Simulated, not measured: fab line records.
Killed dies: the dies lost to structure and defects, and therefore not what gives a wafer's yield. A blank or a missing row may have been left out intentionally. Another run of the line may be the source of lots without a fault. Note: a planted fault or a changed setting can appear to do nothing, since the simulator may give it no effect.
Matching of chambers -- flow n5-finfet -- N5_BEOL_M11_CMP_52 on cmp-03 has 4 sister chambers
The step polishes, stops on SiCOH lowk, t overpolish 7 s, target thk 140 nm. 8 wafers are shown with their chamber, then 12 later ones without.

## WAFERS WITH THEIR CHAMBER
wafer,chamber,motor-current-A (A),barrier-field-endpoint-s (s)
L082.5,3,6.6,29.3
L083.4,1,6.2,30.3
L083.5,1,6.0,29.4
L084.4,2,5.7,29.7
L084.5,0,6.3,29.6
L086.1,2,6.0,29.5
L086.2,3,6.8,28.1
L086.3,0,5.9,29.1

## WAFERS MISSING THEIR CHAMBER
wafer,motor-current-A (A),barrier-field-endpoint-s (s)
L091.2,6.8,28.3
L091.4,5.6,30.0
L091.6,6.5,28.7
L094.1,6.9,29.0
L094.3,6.2,29.7
L094.4,5.8,30.6
L095.2,5.8,28.8
L095.3,7.0,28.4
L095.4,6.0,29.1
L097.2,6.9,28.3
L097.3,5.8,28.4
L097.4,5.9,29.3

## EACH ONE'S CHAMBER
wafer,from the rows above,in truth
L091.2,3,3
L091.4,can't be placed: 2 or 1 or 0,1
L091.6,can't be placed: 3 or 0 or 1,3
L094.1,3,3
L094.3,can't be placed: 1 or 0 or 2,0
L094.4,can't be placed: 2 or 1 or 0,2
L095.2,can't be placed: 2 or 0 or 1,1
L095.3,3,3
L095.4,can't be placed: 0 or 2 or 1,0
L097.2,3,3
L097.3,can't be placed: 2 or 0 or 1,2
L097.4,can't be placed: 2 or 0 or 1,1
Correctly placed: 4 of 12. From these rows, 8 cannot be placed; in 8 the true chamber is one of the candidates. 0 placed wrongly.
How it was worked out, from the rows above alone: a wafer's distance from a chamber is the root of the sum, over the readings, of the square of ((its reading less the chamber's mean) divided by the reading's scatter). If the next closest chamber is less than 2 further off than the closest, the wafer can't be placed; otherwise it belongs to the closest. A chamber's mean is the mean of its shown wafers. The scatter: take each reading less its chamber's mean, square it, sum over the shown wafers, divide by the number of wafers less the number of chambers, and take the root.
